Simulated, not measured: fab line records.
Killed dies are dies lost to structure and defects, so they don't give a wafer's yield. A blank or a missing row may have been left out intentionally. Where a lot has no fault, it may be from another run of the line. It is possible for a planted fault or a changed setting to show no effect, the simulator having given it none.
Which tool is to blame? -- flow nand-harc -- 24 lots with 72 wafers sampled at 2 steps, on a route of 1159 steps

== WHAT THE GAUGES SHOWED, per wafer ==
NHARC_A_SGD_CUT_CD_MEAS_09: the cd target is 100 nm. Usual: cd-nm at 100.0 nm, with a standard deviation of 0.46.
lot,measured,on,cd-nm (nm),flag
L075,day 13 18:22,cd-sem-02,100.6 100.0 100.2,
L077,day 14 05:45,cd-sem-03,100.4 100.6 100.3,
L076,day 14 05:52,cd-sem-01,99.4 99.7 99.5,
L074,day 14 06:06,cd-sem-02,99.2 99.7 99.6,
L078,day 14 06:53,cd-sem-02,100.0 100.0 100.1,
L079,day 14 16:31,cd-sem-02,99.6 100.2 99.7,
L080,day 15 06:11,cd-sem-03,100.6 100.0 100.5,
L081,day 15 15:31,cd-sem-02,99.9 100.5 99.9,
L082,day 16 04:20,cd-sem-03,99.8 100.0 100.7,
L083,day 16 04:30,cd-sem-02,99.8 98.9 99.0,
L084,day 16 08:28,cd-sem-03,99.8 99.9 99.8,
L086,day 16 21:46,cd-sem-02,99.9 100.5 100.7,
L087,day 16 22:01,cd-sem-03,100.7 101.1 100.5,
L085,day 17 04:30,cd-sem-02,99.5 99.8 99.8,
L088,day 17 08:25,cd-sem-01,100.2 100.0 100.0,
L090,day 17 18:40,cd-sem-03,99.9 99.7 100.4,
L091,day 17 19:04,cd-sem-02,99.8 100.5 99.9,
L089,day 17 20:30,cd-sem-01,100.0 100.1 100.1,
L092,day 18 06:17,cd-sem-02,99.8 99.6 99.8,
L096,day 19 01:04,cd-sem-03,100.6 100.7 100.6,
L095,day 19 01:23,cd-sem-01,99.2 99.7 99.2,
L094,day 19 02:13,cd-sem-03,99.9 100.0 99.8,
L093,day 19 03:18,cd-sem-03,100.0 99.9 100.5,
L097,day 19 13:58,cd-sem-02,100.1 99.4 100.4,

NHARC_A_SGD_CUT_OVL_MEAS_10. Usual: overlay-x-nm -0.1 nm, standard deviation 1; overlay-y-nm 0.1 nm, standard deviation 0.76.
lot,measured,on,overlay-x-nm (nm),overlay-y-nm (nm),flag
L075,day 13 18:27,overlay-02,-0.6 -1.0 -1.1,-1.5 -1.8 -1.7,
L077,day 14 05:50,overlay-01,1.0 0.9 0.8,1.3 1.2 1.1,
L076,day 14 05:56,overlay-01,0.0 0.5 0.5,0.9 1.2 0.5,
L074,day 14 06:11,overlay-02,0.0 0.3 0.4,-0.7 -0.9 -0.4,
L078,day 14 06:59,overlay-01,0.0 0.1 -0.1,0.1 0.5 0.1,
L079,day 14 16:37,overlay-01,-0.3 -0.6 -1.0,0.7 0.2 0.4,
L080,day 15 06:17,overlay-01,0.2 0.6 -0.2,0.0 -0.1 -1.1,
L081,day 15 15:36,overlay-01,-0.5 -0.7 -0.6,0.7 0.7 0.8,
L082,day 16 04:26,overlay-02,-0.9 -1.4 -0.7,0.6 0.4 0.3,
L083,day 16 04:35,overlay-02,-1.1 -1.3 -1.0,0.8 0.5 0.4,
L084,day 16 08:33,overlay-02,-0.3 -0.5 -0.1,-0.7 -0.6 -0.4,
L086,day 16 21:51,overlay-01,-0.4 -1.2 -0.8,0.4 0.5 0.6,
L087,day 16 22:06,overlay-02,1.6 2.4 1.8,0.1 0.1 0.1,
L085,day 17 04:35,overlay-01,0.4 0.4 0.6,-0.9 -1.1 -1.1,
L088,day 17 08:31,overlay-01,2.0 2.0 2.2,0.5 -0.9 -0.1,
L090,day 17 18:46,overlay-01,-0.8 -1.2 -0.5,0.7 0.6 0.3,
L091,day 17 19:09,overlay-02,1.8 1.5 2.4,0.1 1.2 0.7,
L089,day 17 20:35,overlay-02,1.1 0.6 0.2,-0.2 0.0 -0.6,
L092,day 18 06:22,overlay-01,-1.8 -1.8 -1.6,-0.1 0.1 0.0,
L096,day 19 01:10,overlay-01,-0.8 0.6 -1.0,1.3 0.8 0.9,
L095,day 19 01:28,overlay-02,-1.1 -0.7 -1.2,0.2 0.5 0.4,
L094,day 19 02:18,overlay-02,-1.5 -0.9 -1.1,0.4 0.4 1.1,
L093,day 19 03:23,overlay-02,0.5 0.3 0.4,-1.4 -0.9 -0.9,
L097,day 19 14:03,overlay-01,-0.3 -0.5 -1.4,-1.1 -0.9 -1.1,

== WHAT TOOL EACH LOT RAN ON (gives the tool, then ch and the chambers of the sampled wafers, and finally the start) ==
No process step before these readings appears in the record.

== WHAT THE TOOLS THEMSELVES READ (means of the sampled wafers that have a number; where no wafer has one, the mark that the record gives instead) ==
The record holds no such reading with a usual standard deviation.

== THE ANSWER, worked out from the rows above alone ==
Rule: lot off if the mean of its wafers having a number is beyond 3 standard deviations from the usual mean. Also off: a lot with no number at a reading for which 4 or more lots have one. Any other lot the step has rows for is counted as sound. The gauges are gone through in route order, then the tools' own readings, and for those a lot's mean is taken as printed above. The first step at which some lot is off is used, and at that step the reading that is off furthest; a lot without a number counts as furthest.
No lot is off at any reading shown: from this, nothing can be told.

== WHAT WAS PUT IN BY THE SIMULATOR ==
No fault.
